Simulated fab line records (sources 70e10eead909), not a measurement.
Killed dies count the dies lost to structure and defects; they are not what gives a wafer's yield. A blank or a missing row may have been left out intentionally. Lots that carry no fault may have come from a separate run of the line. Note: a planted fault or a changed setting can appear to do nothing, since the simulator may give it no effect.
Chamber matching || flow nand-harc || NHARC_A_BONDPAD_ETCH_34 on rie-diel-11 has 4 sister chambers
The step etches the open film in N2/H2, target depth 60 nm, overetch 18 nm, time 65.91 s. 18 wafers are shown with their chamber, then 9 later ones without.

== WAFERS WITH THEIR CHAMBER ==
{"wafer": "L911.3", "chamber": 3, "showerhead-plenum-p-Torr (Torr)": 2.19, "rf-vpp-V (V)": 433, "run-length-s (s)": 86.5}
{"wafer": "L911.4", "chamber": 1, "showerhead-plenum-p-Torr (Torr)": 2.17, "rf-vpp-V (V)": 433, "run-length-s (s)": 87.6}
{"wafer": "L911.5", "chamber": 1, "showerhead-plenum-p-Torr (Torr)": 2.17, "rf-vpp-V (V)": 434, "run-length-s (s)": 87.3}
{"wafer": "L912.1", "chamber": 2, "showerhead-plenum-p-Torr (Torr)": 1.93, "rf-vpp-V (V)": 426, "run-length-s (s)": 87.1}
{"wafer": "L912.2", "chamber": 1, "showerhead-plenum-p-Torr (Torr)": 2.17, "rf-vpp-V (V)": 434, "run-length-s (s)": 87.7}
{"wafer": "L912.4", "chamber": 3, "showerhead-plenum-p-Torr (Torr)": 2.19, "rf-vpp-V (V)": 433, "run-length-s (s)": 86.6}
{"wafer": "L916.1", "chamber": 0, "showerhead-plenum-p-Torr (Torr)": 1.93, "rf-vpp-V (V)": 429, "run-length-s (s)": 87.5}
{"wafer": "L916.4", "chamber": 2, "showerhead-plenum-p-Torr (Torr)": 1.93, "rf-vpp-V (V)": 428, "run-length-s (s)": 87.1}
{"wafer": "L916.5", "chamber": 0, "showerhead-plenum-p-Torr (Torr)": 1.93, "rf-vpp-V (V)": 427, "run-length-s (s)": 87.4}
{"wafer": "L918.1", "chamber": 1, "showerhead-plenum-p-Torr (Torr)": 2.16, "rf-vpp-V (V)": 434, "run-length-s (s)": 87.9}
{"wafer": "L918.2", "chamber": 3, "showerhead-plenum-p-Torr (Torr)": 2.19, "rf-vpp-V (V)": 435, "run-length-s (s)": 86.5}
{"wafer": "L918.4", "chamber": 2, "showerhead-plenum-p-Torr (Torr)": 1.93, "rf-vpp-V (V)": 427, "run-length-s (s)": 87.6}
{"wafer": "L917.2", "chamber": 2, "showerhead-plenum-p-Torr (Torr)": 1.93, "rf-vpp-V (V)": 427, "run-length-s (s)": 88.0}
{"wafer": "L917.3", "chamber": 3, "showerhead-plenum-p-Torr (Torr)": 2.19, "rf-vpp-V (V)": 434, "run-length-s (s)": 87.1}
{"wafer": "L917.6", "chamber": 0, "showerhead-plenum-p-Torr (Torr)": 1.93, "rf-vpp-V (V)": 427, "run-length-s (s)": 87.0}
{"wafer": "L926.3", "chamber": 2, "showerhead-plenum-p-Torr (Torr)": 1.93, "rf-vpp-V (V)": 428, "run-length-s (s)": 87.2}
{"wafer": "L926.4", "chamber": 3, "showerhead-plenum-p-Torr (Torr)": 2.19, "rf-vpp-V (V)": 434, "run-length-s (s)": 86.5}
{"wafer": "L926.5", "chamber": 2, "showerhead-plenum-p-Torr (Torr)": 1.93, "rf-vpp-V (V)": 428, "run-length-s (s)": 87.3}

SIGNATURES, as means of the wafers listed above
{"reading": "showerhead-plenum-p-Torr", "chamber 0": 1.9300, "chamber 1": 2.1675, "chamber 2": 1.9300, "chamber 3": 2.1900, "scatter within a chamber": 0.00231}
{"reading": "rf-vpp-V", "chamber 0": 427.67, "chamber 1": 433.75, "chamber 2": 427.33, "chamber 3": 433.80, "scatter within a chamber": 0.826}
{"reading": "run-length-s", "chamber 0": 87.300, "chamber 1": 87.625, "chamber 2": 87.383, "chamber 3": 86.640, "scatter within a chamber": 0.296}
Rule: a wafer's distance from a chamber is the root of the sum, over the readings, of the square of ((its reading less the chamber's mean) divided by the reading's scatter). The wafer belongs to the nearest chamber; if the next one is less than 2 further off, it can't be placed. The scatter: take each reading less its chamber's mean, square it, sum over the shown wafers, divide by the number of wafers less the number of chambers, and take the root.

== WAFERS MISSING THEIR CHAMBER ==
{"wafer": "L929.1", "showerhead-plenum-p-Torr (Torr)": 2.19, "rf-vpp-V (V)": 435, "run-length-s (s)": 86.7}
{"wafer": "L929.2", "showerhead-plenum-p-Torr (Torr)": 2.16, "rf-vpp-V (V)": 433, "run-length-s (s)": 87.6}
{"wafer": "L929.6", "showerhead-plenum-p-Torr (Torr)": 1.93, "rf-vpp-V (V)": 427, "run-length-s (s)": 86.8}
{"wafer": "L932.1", "showerhead-plenum-p-Torr (Torr)": 1.93, "rf-vpp-V (V)": 428, "run-length-s (s)": 87.3}
{"wafer": "L932.2", "showerhead-plenum-p-Torr (Torr)": 2.19, "rf-vpp-V (V)": 436, "run-length-s (s)": 86.5}
{"wafer": "L932.3", "showerhead-plenum-p-Torr (Torr)": 2.16, "rf-vpp-V (V)": 434, "run-length-s (s)": 87.6}
{"wafer": "L933.1", "showerhead-plenum-p-Torr (Torr)": 1.93, "rf-vpp-V (V)": 426, "run-length-s (s)": 87.4}
{"wafer": "L933.5", "showerhead-plenum-p-Torr (Torr)": 2.19, "rf-vpp-V (V)": 435, "run-length-s (s)": 86.5}
{"wafer": "L933.6", "showerhead-plenum-p-Torr (Torr)": 1.93, "rf-vpp-V (V)": 428, "run-length-s (s)": 87.4}

== WHICH CHAMBER EACH ONE RAN IN ==
{"wafer": "L929.1", "from the rows above": 3, "in truth": 3}
{"wafer": "L929.2", "from the rows above": 1, "in truth": 1}
{"wafer": "L929.6", "from the rows above": "can't be placed: 0 or 2", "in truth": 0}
{"wafer": "L932.1", "from the rows above": "can't be placed: 0 or 2", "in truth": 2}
{"wafer": "L932.2", "from the rows above": 3, "in truth": 3}
{"wafer": "L932.3", "from the rows above": 1, "in truth": 1}
{"wafer": "L933.1", "from the rows above": "can't be placed: 2 or 0", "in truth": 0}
{"wafer": "L933.5", "from the rows above": 3, "in truth": 3}
{"wafer": "L933.6", "from the rows above": "can't be placed: 0 or 2", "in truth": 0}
Placed correctly: 5 of 9. Not placeable from these rows: 4 (in 4, the candidates include the true chamber). Placed wrongly: 0.
